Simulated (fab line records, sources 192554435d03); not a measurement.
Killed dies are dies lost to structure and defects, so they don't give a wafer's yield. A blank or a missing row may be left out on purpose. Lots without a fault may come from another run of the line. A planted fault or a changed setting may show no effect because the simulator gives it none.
A struck lot beside a sound one | flow n5_finfet | 28 steps out of a route of 1938
Sound: wafers L471.3, L471.5. Struck: wafer L480.5. (L480.3, L480.4 of the same lot were not struck and are left out.) The cause comes at the end.
At each step with rows: each side's tool, then ch and its chambers, then its first start. Under that, the readings that differ: sound wafers | struck wafers | difference of the means | sigmas: that difference in standard deviations of wafers without a fault.
alike: readings whose means differ by less than 2 such deviations, and words and numbers that are the same on both sides. not compared: withheld readings, readings that some wafer has no value for, bounds like >300 that may hide the same value, and numbers for which the record gives no deviation and whose values overlap.
The two part at a step that has a row with sigmas, a row that says differs or no value, or rows on one side only. Numbers that don't overlap but have no deviation are shown without sigmas and don't part them. A reading that every wafer of one side lacks parts them only if that side has two wafers or more.

first, 3 steps without rows for these wafers: N5_STI_FIN_REVEAL_ALD_14 (deposits Si3N4, target thk 3 nm); N5_STI_FIN_REVEAL_FCVD_FILL_01 (material SiO2 flowable, target thk 312 nm, time 512.2 s); N5_STI_FIN_REVEAL_DENSIFY_02 (time 1800 s).
N5_STI_FIN_REVEAL_CMP_04: polishes, stops on Si3N4, t overpolish 4 s, target thk 131.83 nm.
  sound on cmp-02 ch 0,1, day 2 23:28; struck on cmp-01 ch 1, day 5 07:30
  reading                | sound   | struck | difference | sigmas
  time_to_endpoint_s (s) | 117 116 | 101    | -16        | -2
  alike: motor_current_A, overpolish_run_s
N5_STI_FIN_REVEAL_THK_MEAS_05:
  sound on film_metro-02, day 2 23:46; struck on film_metro-01, day 5 07:47
  reading     | sound       | struck | difference | sigmas
  thk_nm (nm) | 133.4 133.5 | 130.3  | -3.1       | -2
then, 1 step without rows for these wafers: N5_STI_FIN_REVEAL_DENSIFY_30.
N5_STI_FIN_REVEAL_ETCHBACK_08: etches SiO2 in C4F6/O2, target depth 30.5 nm, time 10.167 s.
  sound on rie_diel-06 ch 0,2, day 3 00:07; struck on rie_diel-06 ch 3, day 5 08:03
  reading                | sound       | struck | difference | sigmas
  throttle_valve_pct (%) | 20.69 20.93 | 21.43  | +0.62      | +2
  alike: drypump_motor_current_A, oes_product_au, rf_fwd_power_W, rf_vpp_V, showerhead_plenum_p_Torr
  not compared: rf_hours_counter_h
N5_STI_FIN_REVEAL_STRIP_24: strips in N2/H2, time 90 s.
  sound on rie_diel-06 ch 0,2, day 3 00:09; struck on rie_diel-06 ch 3, day 5 08:05
  alike: drypump_motor_current_A, oes_product_au, rf_vpp_V, showerhead_plenum_p_Torr, throttle_valve_pct
  not compared: rf_hours_counter_h
then, 4 steps without rows for these wafers: N5_STI_FIN_REVEAL_PRECLEAN_25 (cleans in SPM, time 90 s); N5_STI_FIN_REVEAL_PRECLEAN_26 (cleans in SC1, time 45 s); N5_STI_FIN_REVEAL_PRECLEAN_29 (cleans in DHF, time 30 s); N5_STI_FIN_REVEAL_SRD_12 (time 30 s).
N5_STI_FIN_REVEAL_RECESS_09: chemistry HF/NH3, target SiO2, afs cycles 11, target depth 42.5 nm, sublimation time 60 s.
  sound on vapor_etch-02 ch 0, day 3 00:53; struck on vapor_etch-02 ch 0, day 5 08:50
  alike: drypump_motor_current_A, sublimation_temp_c
then, 2 steps without rows for these wafers: N5_STI_FIN_REVEAL_STRIP_16 (strips SiNx in H3PO4, target depth 23.8 nm); N5_STI_FIN_REVEAL_PRECLEAN_17 (cleans in NF3:NH3, afs cycles 1, time 20 s, sublimation time 60 s).
N5_STI_FIN_REVEAL_ETCH_34: etches Si in H2, material Si, target depth 0.97 nm.
  sound on rie_si-05 ch 0, day 3 02:27; struck on rie_si-05 ch 3, day 5 10:24
  alike: drypump_motor_current_A, oes_product_au, rf_fwd_power_W, throttle_valve_pct
  not compared: rf_hours_counter_h
N5_STI_FIN_REVEAL_OXIDATION_31: chemistry O2 PLASMA REMOTE, time 20 s.
  sound on plasma_asher-02 ch 0, day 3 02:32; struck on plasma_asher-01 ch 0, day 5 10:29
  reading            | sound     | struck | difference | sigmas
  rf_fwd_power_W (W) | 1982 1974 | 1994   | +16        | +2
  alike: drypump_motor_current_A, heater_power_w
  not compared: rf_hours_counter_h
then, 6 steps without rows for these wafers: N5_STI_FIN_REVEAL_PRECLEAN_32 (cleans in NF3:NH3, afs cycles 1, time 20 s, sublimation time 60 s); N5_STI_FIN_REVEAL_STRIP_35 (strips Si3N4 in H3PO4, target depth 4 nm, time 39 s); N5_STI_FIN_REVEAL_SRD_21 (time 30 s); N5_STI_FIN_REVEAL_OXIDATION_33 (chemistry O2 PLASMA REMOTE, time 20 s); N5_STI_FIN_REVEAL_CLEAN_19 (cleans in O3/DIW, time 120 s); N5_STI_FIN_REVEAL_SRD_23 (time 30 s).
N5_STI_FIN_REVEAL_CD_MEAS_22: target cd 6.238 nm, pitch 28 nm.
  sound on cd_sem-02, day 3 03:07; struck on cd_sem-01, day 5 10:58
  alike: cd_nm
N5_STI_FIN_REVEAL_FIN_H_MEAS_10:
  sound on ocd-01, day 3 03:09; struck on ocd-02, day 5 11:00
  reading              | sound     | struck | difference | sigmas
  trench_depth_nm (nm) | 52.0 50.8 | 55.7   | +4.3       | +4
then, 1 step without rows for these wafers: N5_STI_FIN_REVEAL_PRECLEAN_18 (cleans in SC2, time 45 s).
-- the record jumps here: 5 days lie between the struck wafers' starts before and after (it left off in module STI_FIN_REVEAL and takes up again in module BEOL_M4, whose first step shown is number 1111 of the route) --
N5_BEOL_M4_RC_MEAS_101:
  sound on prober-01 ch 0, day 8 05:52; struck on prober-01 ch 0, day 10 12:31
  reading       | sound     | struck | difference | sigmas
  DIBL_N (mV/V) | 35.2 32.2 | 37.8   | +4.1       | +2
  DIBL_P (mV/V) | 35.4 31.5 | 40.3   | +6.8       | +3
  ION_N (uA/um) | 675 653   | 722    | +58        | +4
  ION_P (uA/um) | 468 448   | 489    | +31        | +3
  SS_P (mV/dec) | 73.5 71.8 | 74.6   | +1.9       | +2
  VT_N (mV)     | 253 257   | 246    | -9         | -3
  alike: IOFF_N, IOFF_P, SS_N, VT_P
then, 1 step without rows for these wafers: N5_PASSIVATION_PROBE_49.

WHERE THEY PART
First at N5_STI_FIN_REVEAL_CMP_04; last, within this record, at N5_BEOL_M4_RC_MEAS_101.

WHY: what the simulator had put in
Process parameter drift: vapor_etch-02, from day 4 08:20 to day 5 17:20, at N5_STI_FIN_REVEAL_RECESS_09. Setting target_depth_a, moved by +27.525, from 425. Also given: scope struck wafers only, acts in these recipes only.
